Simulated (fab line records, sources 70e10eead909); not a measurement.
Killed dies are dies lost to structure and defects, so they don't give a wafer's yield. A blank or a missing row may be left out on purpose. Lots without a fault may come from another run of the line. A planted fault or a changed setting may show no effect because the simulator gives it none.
fab line records | flow nand_harc
record lots=13 wafers=39 last_day=24
route steps=1159 shown A_SLIT@790 A_WL_FILL@809 END@1159
lots that met no fault: from a run of the same line without faults
start_h: hours from the record's first day to the start of the lot's first wafer shown | wait_h: hours since the lot's step before | " the same as in the row above | L1.1+2: a row that stands for several wafers | - no value, or no start given | * or withheld: withheld | < > ~ a bound
route shown NAME@n: a module of which the file shows steps, and the number in the route of the first | usual: mean/standard deviation of fault-free wafers | same: alike in all rows | chamber/n: place in a boat | sites: the reading at each site | _std_site: their standard deviation | _edge_site: outer sites' mean less inner sites' | radius_mm: how far each site lies from the wafer's centre | mask NAME#n: copy n | behind: the tool/chamber that last shaped the wafer | hold: why the lot was held/for how many hours/how that ended | device: the transistor (n, p or np) that didn't switch | end of line: the same wafers' tests at the end of the route | a step without rows: its recipe alone | killed: dies lost to structure and defects at the first sort, not the wafer's yield | map: a wafer's dies, x killed, . not, _ none there
set.NAME: the setting as run; set.NAME@STEP: as run at that earlier step | model.NAME: the simulator's own value behind a step, which no gauge read
steps of the route over a sample of lots; a table a step, a row a wafer
services: from which hour (start_h, from the record's first day; less than 0 if before it) a tool's chamber was out of use, for how many hours, and why
## steps
# step NHARC_A_SLIT_CD_MEAS_09
# recipe target_cd_nm=300 landing_energy_ev=500
# usual cd_nm=300.2/0.68
# columns lot.wafer tool chamber start_h wait_h cd_nm
L986.3 cd_sem-02 0 333.28 - 300.5
L986.5 " 0 " " 299.6
L986.6 " 0 " " 300.3
L983.2 cd_sem-02 0 333.79 - 300.7
L983.3 " 0 " " 301.0
L983.5 " 0 " " 300.4
L987.1 cd_sem-02 0 335.13 - 298.8
L987.4 " 0 " " 299.5
L987.5 " 0 " " 299.7
L985.2 cd_sem-03 0 338.84 - 299.5
L985.3 " 0 " " 300.1
L985.4 " 0 " " 301.0
L989.2 cd_sem-01 0 344.19 - 299.9
L989.4 " 0 " " 300.3
L989.5 " 0 " " 300.4
L990.2 cd_sem-02 0 361.97 - 301.1
L990.5 " 0 " " 299.7
L990.6 " 0 " " 300.4
L994.1 cd_sem-01 0 393.90 - 300.4
L994.3 " 0 " " 300.7
L994.5 " 0 " " 299.4
L995.1 cd_sem-03 0 397.85 - 301.2
L995.5 " 0 " " 299.4
L995.6 " 0 " " 299.5
L998.3 cd_sem-03 0 413.56 - 300.3
L998.4 " 0 " " 299.7
L998.5 " 0 " " 300.3
L999.1 cd_sem-03 0 415.58 - 299.9
L999.3 " 0 " " 299.5
L999.5 " 0 " " 299.2
L101.1 cd_sem-02 0 433.41 - 298.9
L101.2 " 0 " " 300.3
L101.6 " 0 " " 301.3
L104.4 cd_sem-03 0 441.98 - 300.3
L104.5 " 0 " " 301.3
L104.6 " 0 " " 300.6
L106.1 cd_sem-03 0 453.88 - 299.1
L106.2 " 0 " " 300.3
L106.5 " 0 " " 300.5
# step NHARC_A_WL_FILL_ALD_00
# recipe target_thk_a=30 pulse_time_s=3 ald_cycles=30 temp_c=300 material=Al2O3
# usual heater_power_w=470/38 precursor_pulse_height_rel=1.003/0.021
# columns lot.wafer tool chamber start_h wait_h heater_power_w precursor_pulse_height_rel
L986.3 ald_hk-02 3 344.57 0.1 508 1.009
L986.6 " 3 " " 498 1.025
L986.5 " 0 " " 487 0.995
L983.3 ald_hk-04 0 344.63 0.1 486 0.995
L983.2 " 2 " " 437 1.006
L983.5 " 1 " " 502 0.968
L987.4 ald_hk-04 1 344.79 0.2 498 1.043
L987.1 " 3 " " 430 1.005
L987.5 " 1 " " 502 1.013
L985.3 ald_hk-04 2 352.21 0.1 436 0.986
L985.2 " 3 " " 450 1.023
L985.4 " 0 " " 500 1.013
L989.4 ald_hk-02 3 357.52 2.0 501 1.044
L989.2 " 2 " " 500 0.970
L989.5 " 3 " " 518 1.020
L990.2 ald_hk-02 3 374.04 0.6 517 1.022
L990.5 " 3 " " 504 1.008
L990.6 " 0 " " 478 1.001
L994.1 ald_hk-01 3 406.48 0.1 380 0.960
L994.3 " 0 " " 458 0.988
L994.5 " 3 " " 382 1.015
L995.1 ald_hk-04 3 410.39 0.9 474 0.986
L995.6 " 3 " " 481 1.000
L995.5 " 0 " " 481 1.009
L998.4 ald_hk-02 1 425.04 0.1 438 1.007
L998.3 " 0 " " 495 1.040
L998.5 " 1 " " 440 0.991
L999.3 ald_hk-02 0 425.42 0.4 489 0.995
L999.1 " 1 " " 425 0.977
L999.5 " 0 " " 499 1.007
L101.2 ald_hk-04 3 445.10 0.1 468 0.999
L101.1 " 2 " " 421 1.013
L101.6 " 0 " " 485 0.974
L104.4 ald_hk-02 0 453.24 0.1 482 0.996
L104.6 " 0 " " 487 1.000
L104.5 " 1 " " 437 1.025
L106.1 ald_hk-01 3 469.00 1.7 351 0.994
L106.2 " 1 " " 475 1.003
L106.5 " 2 " " 449 1.017
# step NHARC_A_WL_FILL_RTA_01
# recipe temp_c=1000 time_s=5
# usual lamp_power_pct=29.1/2.5 lamp_zone_1_pct=29.1/2.4 lamp_zone_2_pct=29.1/2.5 wafer_temp_C_max=1004.6/0.98
# columns lot.wafer tool chamber start_h wait_h lamp_power_pct lamp_zone_1_pct lamp_zone_2_pct wafer_temp_C_max
L986.3 rtp_anneal-01 0 344.90 - 31.2 31.2 31.2 1004.6
L986.5 " 0 " " 31.2 31.2 31.2 1004.7
L986.6 " 0 " " 31.2 31.2 31.2 1005.5
L983.2 rtp_anneal-02 0 344.92 - 26.2 26.2 26.2 1005.3
L983.3 " 0 " " 26.2 26.2 26.2 1004.4
L983.5 " 0 " " 26.2 26.2 26.2 1004.7
L987.1 rtp_anneal-02 0 345.07 - 26.2 26.2 26.3 1006.8
L987.4 " 0 " " 26.2 26.2 26.2 1005.1
L987.5 " 0 " " 26.3 26.2 26.2 1006.6
L985.2 rtp_anneal-02 0 352.48 - 26.3 26.2 26.3 1004.7
L985.3 " 0 " " 26.3 26.2 26.3 1004.3
L985.4 " 0 " " 26.2 26.2 26.2 1006.0
L989.2 rtp_anneal-01 0 357.81 - 31.2 31.2 31.2 1003.4
L989.4 " 0 " " 31.2 31.2 31.2 1005.6
L989.5 " 0 " " 31.2 31.2 31.2 1005.5
L990.2 rtp_anneal-01 0 374.33 - 31.2 31.2 31.2 1004.7
L990.5 " 0 " " 31.2 31.2 31.2 1003.7
L990.6 " 0 " " 31.2 31.2 31.2 1004.3
L994.1 rtp_anneal-01 0 406.75 - 31.2 31.2 31.2 1004.1
L994.3 " 0 " " 31.2 31.2 31.2 1004.1
L994.5 " 0 " " 31.2 31.2 31.2 1004.6
L995.1 rtp_anneal-02 0 410.67 - 23.5 23.5 23.5 965.7
L995.5 " 0 " " 23.5 23.5 23.5 967.7
L995.6 " 0 " " 23.5 23.5 23.5 966.0
L998.3 rtp_anneal-02 0 425.52 0.3 23.4 23.5 23.5 965.8
L998.4 " 0 " " 23.4 23.5 23.5 965.7
L998.5 " 0 " " 23.4 23.5 23.4 964.2
L999.1 rtp_anneal-01 0 425.79 0.3 31.2 31.1 31.1 1003.5
L999.3 " 0 " " 31.2 31.2 31.2 1003.8
L999.5 " 0 " " 31.2 31.2 31.2 1003.5
L101.1 rtp_anneal-01 0 445.54 - 31.2 31.2 31.2 1004.0
L101.2 " 0 " " 31.2 31.2 31.2 1003.2
L101.6 " 0 " " 31.2 31.2 31.2 1004.4
L104.4 rtp_anneal-01 0 453.75 0.5 31.2 31.2 31.2 1003.3
L104.5 " 0 " " 31.2 31.2 31.2 1002.7
L104.6 " 0 " " 31.2 31.1 31.2 1003.6
L106.1 rtp_anneal-01 0 469.24 - 31.2 31.2 31.3 1004.8
L106.2 " 0 " " 31.2 31.2 31.2 1004.8
L106.5 " 0 " " 31.2 31.2 31.2 1004.3
# step NHARC_A_WL_FILL_CVD_03
# recipe target_thk_a=400 temp_c=300 pressure_torr=40 wf6_flow_sccm=40 h2_flow_sccm=1600 ar_flow_sccm=1560 time_s=3302 material=W
# usual heater_power_w=459/25 throttle_valve_pct=7.81/0.22
# columns lot.wafer tool chamber start_h wait_h heater_power_w throttle_valve_pct
L983.2 cvd_w-01 0 346.13 0.6 449 7.77
L983.3 " 0 " " 445 7.35
L983.5 " 1 " " 492 7.42
L986.3 cvd_w-02 1 346.91 1.5 442 7.93
L986.6 " 0 " " 464 7.68
L986.5 " 1 " " 440 8.15
L987.1 cvd_w-01 1 348.46 2.8 487 7.53
L987.4 " 0 349.85 4.2 465 7.52
L987.5 " 1 " " 494 7.83
L985.2 cvd_w-02 0 357.90 4.8 462 7.78
L985.4 " 1 " " 440 8.16
L985.3 " 0 " " 471 7.98
L989.2 cvd_w-01 0 360.34 2.0 454 7.82
L989.4 " 1 361.74 3.4 490 7.26
L989.5 " 1 " " 485 7.59
L990.2 cvd_w-02 0 375.43 0.5 472 8.02
L990.6 " 1 376.84 1.9 448 7.90
L990.5 " 0 " " 467 8.08
L994.1 cvd_w-02 1 407.40 0.1 422 7.71
L994.3 " 0 408.84 1.5 458 8.03
L994.5 " 1 " " 417 7.99
L995.1 cvd_w-02 0 411.44 0.1 477 7.79
L995.6 " 0 413.34 2.0 460 8.14
L995.5 " 1 " " 434 7.76
L999.1 cvd_w-01 0 426.88 0.5 452 7.93
L999.3 " 1 428.29 1.9 492 7.57
L999.5 " 1 " " 499 7.86
L998.3 cvd_w-02 1 427.07 1.0 423 7.95
L998.4 " 0 " " 465 7.65
L998.5 " 1 " " 411 7.91
L101.2 cvd_w-01 1 449.85 3.7 496 7.82
L101.1 " 0 " " 446 7.82
L101.6 " 1 451.73 5.6 494 7.49
L104.4 cvd_w-02 0 459.51 5.2 465 7.76
L104.5 " 1 " " 419 7.95
L104.6 " 0 " " 458 7.87
L106.2 cvd_w-02 0 473.61 3.8 450 8.13
L106.1 " 1 " " 427 7.89
L106.5 " 0 475.48 5.6 460 7.88
# step NHARC_END_SORT_01
# recipe temp_c=25
# usual killed_at_array=29/10 killed_at_other=0.7/1 killed_at_periphery=3.7/2.6 killed_dies=33/10 killed_open=3.4/1.8 killed_short=1.8/1.3
# same gross_dies=677
# columns lot.wafer tool chamber start_h wait_h killed_at_array killed_at_other killed_at_periphery killed_dies killed_open killed_short
L987.1 prober-02 0 448.74 2.5 30 0 3 33 2 1
L987.4 prober-02 0 451.10 3.4 18 0 3 21 4 2
L987.5 prober-02 0 451.88 3.6 18 0 2 20 3 2
L983.2 prober-01 0 456.41 2.8 30 0 1 31 1 1
L983.3 prober-01 0 457.22 3.1 21 1 2 24 2 0
L983.5 prober-01 0 458.85 3.8 33 1 4 38 5 1
L986.3 prober-02 0 458.03 3.1 22 1 2 25 4 3
L986.5 prober-02 0 459.60 3.6 15 1 3 19 1 1
L986.6 prober-02 0 460.39 3.9 27 1 2 30 2 2
L985.2 prober-02 0 465.89 3.7 20 0 2 22 7 1
L985.3 prober-02 0 466.69 4.0 26 0 0 26 4 0
L985.4 prober-02 0 467.49 4.3 31 0 2 33 3 2
L989.2 prober-01 0 472.19 2.8 25 0 3 28 3 2
L989.4 prober-01 0 473.80 3.4 24 0 5 29 2 1
L989.5 prober-01 0 474.61 3.7 18 0 3 21 2 4
L990.2 prober-02 0 484.72 2.8 17 0 5 22 4 0
L990.5 prober-02 0 487.15 3.7 20 0 6 26 3 1
L990.6 prober-02 0 487.95 4.0 26 0 7 33 4 2
L994.1 prober-02 0 507.95 2.5 28 3 2 33 3 2
L994.3 prober-02 0 509.55 3.1 34 2 5 41 6 1
L994.5 prober-02 0 511.14 3.7 30 0 2 32 5 5
L995.1 prober-01 0 514.38 2.5 41 0 2 43 4 3
L995.5 prober-01 0 517.61 3.7 41 1 3 45 3 0
L995.6 prober-01 0 518.41 4.0 32 0 7 39 3 1
L999.1 prober-01 0 535.88 2.5 17 0 2 19 2 2
L999.3 prober-01 0 537.48 3.1 29 0 5 34 7 5
L999.5 prober-01 0 539.09 3.7 23 0 2 25 2 2
L998.3 prober-01 0 545.30 3.1 46 4 2 52 7 0
L998.4 prober-01 0 546.11 3.4 37 0 1 38 3 0
L998.5 prober-01 0 546.91 3.7 44 1 1 46 3 1
L101.1 prober-02 0 559.26 2.5 23 0 7 30 4 2
L101.2 prober-02 0 560.06 2.8 36 0 9 45 3 3
L101.6 prober-02 0 563.26 4.0 28 0 15 43 6 1
L104.4 prober-01 0 563.92 3.4 33 3 3 39 6 1
L104.5 prober-01 0 564.72 3.7 28 1 3 32 2 5
L104.6 prober-01 0 565.51 4.0 28 1 5 34 3 0
L106.1 prober-01 0 574.07 2.5 46 0 1 47 2 1
L106.2 prober-01 0 574.86 2.8 49 0 3 52 6 3
L106.5 prober-01 0 577.25 3.7 39 0 6 45 5 3
# killed by level:class
L987.1 A_SLIT:chamber_film_flake=14 A_STAIRCASE:chamber_film_flake=7 A_CHANNEL_HOLE_D1:chamber_film_flake=3 A_CONTACT:chamber_film_flake=3 P_STI:chamber_film_flake=2 P_CONTACT:geometric_particle:short=1 A_CONTACT:geometric_particle:open=1 A_M0:geometric_particle:open=1
L987.4 A_SLIT:chamber_film_flake=6 A_STAIRCASE:chamber_film_flake=5 P_M0:geometric_particle:open=2 A_SOURCE_PLATE:geometric_particle:open=1 A_SGD_CUT:geometric_particle:short=1 A_BLC:geometric_particle:short=1 A_M0:geometric_particle:open=1 P_GATE:chamber_film_flake=1
L987.5 A_SLIT:chamber_film_flake=10 A_BLC:chamber_film_flake=3 P_STI:chamber_film_flake=2 A_ONON_D1:geometric_particle:open=1 A_ONON_D1:geometric_particle:short=1 A_CHANNEL_FILL_D1:geometric_particle:open=1 A_CHANNEL_FILL_D1:geometric_particle:short=1 A_CONTACT:geometric_particle:open=1
L983.2 A_CHANNEL_HOLE_D1:chamber_film_flake=16 A_SLIT:chamber_film_flake=8 A_STAIRCASE:chamber_film_flake=2 A_WL_FILL:geometric_particle:short=1 A_WL_FILL:geometric_particle:open=1 P_GATE:chamber_film_flake=1 A_CHANNEL_FILL_D1:chamber_film_flake=1 A_CONTACT:chamber_film_flake=1
L983.3 A_CHANNEL_HOLE_D1:chamber_film_flake=10 A_SLIT:chamber_film_flake=5 A_CONTACT:geometric_particle:open=2 A_CONTACT:chamber_film_flake=2 P_CONTACT:chamber_film_flake=1 P_M0:chamber_film_flake=1 A_CHANNEL_FILL_D1:chamber_film_flake=1 A_STAIRCASE:chamber_film_flake=1
L986.3 A_CHANNEL_HOLE_D1:chamber_film_flake=11 A_STAIRCASE:chamber_film_flake=3 A_WL_FILL:geometric_particle:short=2 P_STI:geometric_particle:open=1 A_CHANNEL_HOLE_D1:geometric_particle:open=1 A_CHANNEL_FILL_D1:geometric_particle:open=1 A_CONTACT:geometric_particle:open=1 A_CONTACT:geometric_particle:short=1
L983.5 A_CHANNEL_HOLE_D1:chamber_film_flake=18 A_SLIT:chamber_film_flake=7 A_CONTACT:chamber_film_flake=4 P_M1:geometric_particle:open=2 P_STI:geometric_particle:open=1 A_ONON_D1:geometric_particle:open=1 A_STAIRCASE:geometric_particle:short=1 A_WL_FILL:geometric_particle:open=1
L986.5 A_CHANNEL_HOLE_D1:chamber_film_flake=9 A_STAIRCASE:chamber_film_flake=3 A_CONTACT:chamber_film_flake=2 P_CONTACT:geometric_particle:short=1 P_M0:geometric_particle:open=1 P_ZERO_WELL:chamber_film_flake=1 A_SLIT:chamber_film_flake=1 THIN_TSV:chamber_film_flake=1
L986.6 A_CHANNEL_HOLE_D1:chamber_film_flake=17 A_STAIRCASE:chamber_film_flake=3 A_CONTACT:chamber_film_flake=2 P_CONTACT:geometric_particle:open=1 A_ONON_D1:geometric_particle:short=1 A_CHANNEL_FILL_D1:geometric_particle:short=1 A_CONTACT:geometric_particle:open=1 P_ZERO_WELL:chamber_film_flake=1
L985.2 A_CHANNEL_HOLE_D1:chamber_film_flake=9 A_ONON_D1:geometric_particle:open=2 A_WL_FILL:chamber_film_flake=2 P_M0:geometric_particle:open=1 P_M1:geometric_particle:open=1 A_WL_FILL:geometric_particle:short=1 A_WL_FILL:geometric_particle:open=1 A_CONTACT:geometric_particle:open=1
L985.3 A_CHANNEL_HOLE_D1:chamber_film_flake=13 A_CHANNEL_FILL_D1:chamber_film_flake=4 A_SGD_CUT:geometric_particle:open=2 A_STAIRCASE:chamber_film_flake=2 A_M0:chamber_film_flake=2 A_CONTACT:geometric_particle:open=1 A_M0:geometric_particle:open=1 A_SLIT:chamber_film_flake=1
L985.4 A_CHANNEL_HOLE_D1:chamber_film_flake=16 A_M0:chamber_film_flake=4 A_CHANNEL_FILL_D1:chamber_film_flake=2 A_WL_FILL:chamber_film_flake=2 P_CONTACT:geometric_particle:open=1 A_WL_FILL:geometric_particle:short=1 A_CONTACT:geometric_particle:short=1 A_CONTACT:geometric_particle:open=1
L989.2 A_SLIT:chamber_film_flake=12 A_STAIRCASE:chamber_film_flake=4 A_CHANNEL_HOLE_D1:chamber_film_flake=3 A_CONTACT:chamber_film_flake=2 P_STI:geometric_particle:short=1 A_ONON_D1:geometric_particle:short=1 A_CHANNEL_HOLE_D1:geometric_particle:open=1 A_WL_FILL:geometric_particle:open=1
L989.4 A_SLIT:chamber_film_flake=13 P_STI:chamber_film_flake=3 A_CHANNEL_HOLE_D1:chamber_film_flake=3 A_STAIRCASE:chamber_film_flake=3 A_CONTACT:chamber_film_flake=2 P_GATE:geometric_particle:open=1 A_CHANNEL_HOLE_D1:geometric_particle:open=1 A_WL_FILL:geometric_particle:short=1
L989.5 A_SLIT:chamber_film_flake=8 A_CHANNEL_HOLE_D1:chamber_film_flake=4 A_CHANNEL_FILL_D1:geometric_particle:short=2 P_GATE:geometric_particle:short=1 A_SOURCE_PLATE:geometric_particle:open=1 A_ONON_D1:geometric_particle:short=1 A_CHANNEL_FILL_D1:geometric_particle:open=1 P_STI:chamber_film_flake=1
L990.2 A_CHANNEL_HOLE_D1:chamber_film_flake=10 A_STAIRCASE:chamber_film_flake=3 P_STI:chamber_film_flake=2 P_BONDPAD:chamber_film_flake=2 A_SOURCE_PLATE:geometric_particle:open=1 A_WL_FILL:geometric_particle:open=1 A_CONTACT:geometric_particle:open=1 A_M0:geometric_particle:open=1
L990.5 A_CHANNEL_HOLE_D1:chamber_film_flake=10 P_BONDPAD:chamber_film_flake=4 A_STAIRCASE:chamber_film_flake=3 A_M1:chamber_film_flake=2 A_ONON_D1:geometric_particle:open=1 A_CHANNEL_FILL_D1:geometric_particle:short=1 A_CHANNEL_FILL_D1:geometric_particle:open=1 A_SGD_CUT:geometric_particle:open=1
L990.6 A_CHANNEL_HOLE_D1:chamber_film_flake=16 P_BONDPAD:chamber_film_flake=7 A_CONTACT:chamber_film_flake=3 A_WL_FILL:geometric_particle:open=2 A_CHANNEL_FILL_D1:geometric_particle:open=1 A_CONTACT:geometric_particle:short=1 A_CONTACT:geometric_particle:open=1 A_M0:geometric_particle:short=1
L994.1 A_SLIT:chamber_film_flake=12 A_CHANNEL_HOLE_D1:chamber_film_flake=6 A_CONTACT:chamber_film_flake=4 A_WL_FILL:geometric_particle:short=2 P_M2:chamber_film_flake=2 THIN_TSV:chamber_film_flake=2 A_SGD_CUT:geometric_particle:open=1 A_WL_FILL:geometric_particle:open=1
L994.3 A_SLIT:chamber_film_flake=14 A_CHANNEL_HOLE_D1:chamber_film_flake=7 A_CONTACT:geometric_particle:open=3 A_STAIRCASE:chamber_film_flake=3 A_CONTACT:chamber_film_flake=3 P_M2:chamber_film_flake=2 A_WL_FILL:chamber_film_flake=2 THIN_TSV:chamber_film_flake=2
L994.5 A_SLIT:chamber_film_flake=14 A_CHANNEL_HOLE_D1:chamber_film_flake=3 A_STAIRCASE:chamber_film_flake=3 P_CONTACT:geometric_particle:short=1 P_M1:geometric_particle:short=1 A_SOURCE_PLATE:geometric_particle:open=1 A_ONON_D1:geometric_particle:short=1 A_CHANNEL_HOLE_D1:geometric_particle:open=1
L995.1 A_CHANNEL_HOLE_D1:chamber_film_flake=25 A_STAIRCASE:chamber_film_flake=6 A_CONTACT:chamber_film_flake=3 A_ONON_D1:geometric_particle:short=2 A_M0:geometric_particle:open=2 P_CONTACT:geometric_particle:open=1 A_CHANNEL_HOLE_D1:geometric_particle:short=1 A_BLC:geometric_particle:open=1
L995.5 A_CHANNEL_HOLE_D1:chamber_film_flake=18 A_STAIRCASE:chamber_film_flake=11 A_CONTACT:chamber_film_flake=7 A_BLC:chamber_film_flake=2 P_M0:geometric_particle:open=1 A_M0:geometric_particle:open=1 THIN_TSV:geometric_particle:open=1 P_ZERO_WELL:chamber_film_flake=1
L995.6 A_STAIRCASE:chamber_film_flake=11 A_CHANNEL_HOLE_D1:chamber_film_flake=9 A_CONTACT:chamber_film_flake=5 P_ZERO_WELL:chamber_film_flake=4 P_GATE:chamber_film_flake=2 A_CHANNEL_FILL_D1:geometric_particle:open=1 A_SLIT:geometric_particle:open=1 A_M0:geometric_particle:open=1
L999.1 A_CHANNEL_HOLE_D1:chamber_film_flake=8 A_STAIRCASE:chamber_film_flake=3 A_CONTACT:chamber_film_flake=3 P_CONTACT:geometric_particle:open=1 A_SGD_CUT:geometric_particle:short=1 A_WL_FILL:geometric_particle:short=1 A_CONTACT:geometric_particle:open=1 P_ZERO_WELL:chamber_film_flake=1
L999.3 A_CHANNEL_HOLE_D1:chamber_film_flake=11 A_CONTACT:chamber_film_flake=5 A_STAIRCASE:chamber_film_flake=3 P_CONTACT:geometric_particle:open=2 A_WL_FILL:geometric_particle:short=2 A_M0:geometric_particle:short=2 A_M1:geometric_particle:open=2 P_STI:chamber_film_flake=2
L999.5 A_CHANNEL_HOLE_D1:chamber_film_flake=12 A_CONTACT:chamber_film_flake=5 A_CONTACT:geometric_particle:open=2 P_STI:chamber_film_flake=2 A_STAIRCASE:chamber_film_flake=2 A_ONON_D1:geometric_particle:short=1 A_WL_FILL:geometric_particle:short=1
L998.3 A_CHANNEL_HOLE_D1:chamber_film_flake=20 A_SLIT:chamber_film_flake=15 A_STAIRCASE:chamber_film_flake=6 THIN_TSV:chamber_film_flake=3 P_M2:geometric_particle:open=1 A_CHANNEL_FILL_D1:geometric_particle:open=1 A_SGD_CUT:geometric_particle:open=1 A_CONTACT:geometric_particle:open=1
L998.4 A_CHANNEL_HOLE_D1:chamber_film_flake=14 A_STAIRCASE:chamber_film_flake=11 A_SLIT:chamber_film_flake=9 A_CONTACT:geometric_particle:open=2 P_M2:geometric_particle:open=1 A_CONTACT:chamber_film_flake=1
L998.5 A_STAIRCASE:chamber_film_flake=12 A_SLIT:chamber_film_flake=12 A_CHANNEL_HOLE_D1:chamber_film_flake=10 A_CONTACT:chamber_film_flake=4 A_WL_FILL:chamber_film_flake=3 P_CONTACT:geometric_particle:short=1 A_SOURCE_PLATE:geometric_particle:open=1 A_WL_FILL:geometric_particle:open=1
L101.1 A_SLIT:chamber_film_flake=9 A_CHANNEL_HOLE_D1:chamber_film_flake=7 P_GATE:chamber_film_flake=2 A_SGD_CUT:chamber_film_flake=2 A_CONTACT:chamber_film_flake=2 P_CONTACT:geometric_particle:open=1 P_M0:geometric_particle:open=1 P_M1:geometric_particle:open=1
L101.2 A_SLIT:chamber_film_flake=14 A_CONTACT:chamber_film_flake=9 A_CHANNEL_HOLE_D1:chamber_film_flake=7 P_STI:chamber_film_flake=4 A_M1:geometric_particle:short=2 P_GATE:chamber_film_flake=2 P_CONTACT:chamber_film_flake=2 P_M1:geometric_particle:open=1
L101.6 A_SLIT:chamber_film_flake=16 P_ZERO_WELL:chamber_film_flake=5 P_STI:chamber_film_flake=4 A_CONTACT:chamber_film_flake=4 A_CHANNEL_HOLE_D1:chamber_film_flake=3 P_CONTACT:geometric_particle:open=2 P_CONTACT:chamber_film_flake=2 P_M2:geometric_particle:open=1
L104.4 A_CHANNEL_HOLE_D1:chamber_film_flake=18 A_CONTACT:chamber_film_flake=6 A_CONTACT:geometric_particle:open=3 THIN_TSV:chamber_film_flake=3 A_SLIT:chamber_film_flake=2 P_CONTACT:geometric_particle:open=1 A_CHANNEL_HOLE_D1:geometric_particle:open=1 A_SGD_CUT:geometric_particle:open=1
L104.5 A_CHANNEL_HOLE_D1:chamber_film_flake=19 A_CONTACT:chamber_film_flake=4 P_M0:geometric_particle:open=1 A_CHANNEL_FILL_D1:geometric_particle:short=1 A_SGD_CUT:geometric_particle:short=1 A_CONTACT:geometric_particle:short=1 A_M0:geometric_particle:short=1 A_M0:geometric_particle:open=1
L104.6 A_CHANNEL_HOLE_D1:chamber_film_flake=21 A_CONTACT:chamber_film_flake=4 P_ZERO_WELL:chamber_film_flake=2 P_M0:geometric_particle:open=1 A_ONON_D1:geometric_particle:open=1 A_CHANNEL_FILL_D1:geometric_particle:open=1 P_GATE:chamber_film_flake=1 P_M0:chamber_film_flake=1
L106.1 A_SLIT:chamber_film_flake=25 A_CHANNEL_HOLE_D1:chamber_film_flake=8 A_CONTACT:chamber_film_flake=8 A_CONTACT:geometric_particle:open=2 A_WL_FILL:chamber_film_flake=2 A_CHANNEL_HOLE_D1:geometric_particle:short=1 P_GATE:chamber_film_flake=1
L106.2 A_SLIT:chamber_film_flake=20 A_CHANNEL_HOLE_D1:chamber_film_flake=12 A_CONTACT:chamber_film_flake=9 P_CONTACT:geometric_particle:open=3 A_WL_FILL:chamber_film_flake=2 A_ONON_D1:geometric_particle:short=1 A_CHANNEL_HOLE_D1:geometric_particle:short=1 A_CHANNEL_FILL_D1:geometric_particle:open=1
L106.5 A_SLIT:chamber_film_flake=22 A_CHANNEL_HOLE_D1:chamber_film_flake=6 A_CONTACT:chamber_film_flake=5 P_STI:chamber_film_flake=4 P_CONTACT:geometric_particle:open=2 A_CHANNEL_FILL_D1:geometric_particle:open=1 A_CHANNEL_FILL_D1:geometric_particle:short=1 A_SGD_CUT:geometric_particle:open=1
## services
# columns tool chamber start_h hours kind
ald_hk-04 - 364.83 10.0 pm
ald_hk-04 0 364.83 10.0 vent_cycle
ald_hk-04 1 364.83 10.0 vent_cycle
ald_hk-04 2 364.83 10.0 vent_cycle
ald_hk-04 3 364.83 10.0 vent_cycle
ald_hk-04 0 374.83 - clean
ald_hk-04 1 374.83 - clean
ald_hk-04 2 374.83 - clean
ald_hk-04 3 374.83 - clean
cvd_w-02 - 377.78 13.0 pm
cvd_w-02 0 377.78 13.0 vent_cycle
cvd_w-02 1 377.78 13.0 vent_cycle
cvd_w-02 0 390.78 - clean
cvd_w-02 1 390.78 - clean
ald_hk-01 - 408.09 10.0 pm
ald_hk-01 0 408.09 10.0 vent_cycle
ald_hk-01 1 408.09 10.0 vent_cycle
ald_hk-02 - 414.91 2.7 repair
ald_hk-02 1 462.16 10.0 vent_cycle
ald_hk-02 2 462.16 10.0 vent_cycle
ald_hk-02 0 472.16 - clean
ald_hk-02 1 472.16 - clean
ald_hk-02 2 472.16 - clean
ald_hk-02 3 472.16 - clean
## key
first_sign step=NHARC_A_WL_FILL_RTA_01 reading=wafer_temp_C_max direction=down sigmas=40 usual=* struck=*
effect step=NHARC_A_WL_FILL_RTA_01 reading=lamp_zone_2_pct direction=down sigmas=2.3 usual=29.1 struck=23.5
met_at NHARC_A_WL_FILL_RTA_01
struck_lots L995,L998
tester_left_out L995,L998
not_acting_at NHARC_A_SLIT_CD_MEAS_09,NHARC_A_WL_FILL_ALD_00,NHARC_A_WL_FILL_CVD_03
onset_between 352.48 410.67
fault kind=process_parameter_drift tool=rtp_anneal-02 chamber=- onset_h=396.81 steps=NHARC_A_WL_FILL_RTA_01 channel=temp_c offset=* shape=step end_h=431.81 acts_in=* stated=*
# tester_left_out: of these lots the tester's yield and bins aren't shown, on N5 and GAA mostly nor the transistor test; their killed dies are dies lost to structure and defects alone, not to doping, threshold or leakage, so they don't give the yield
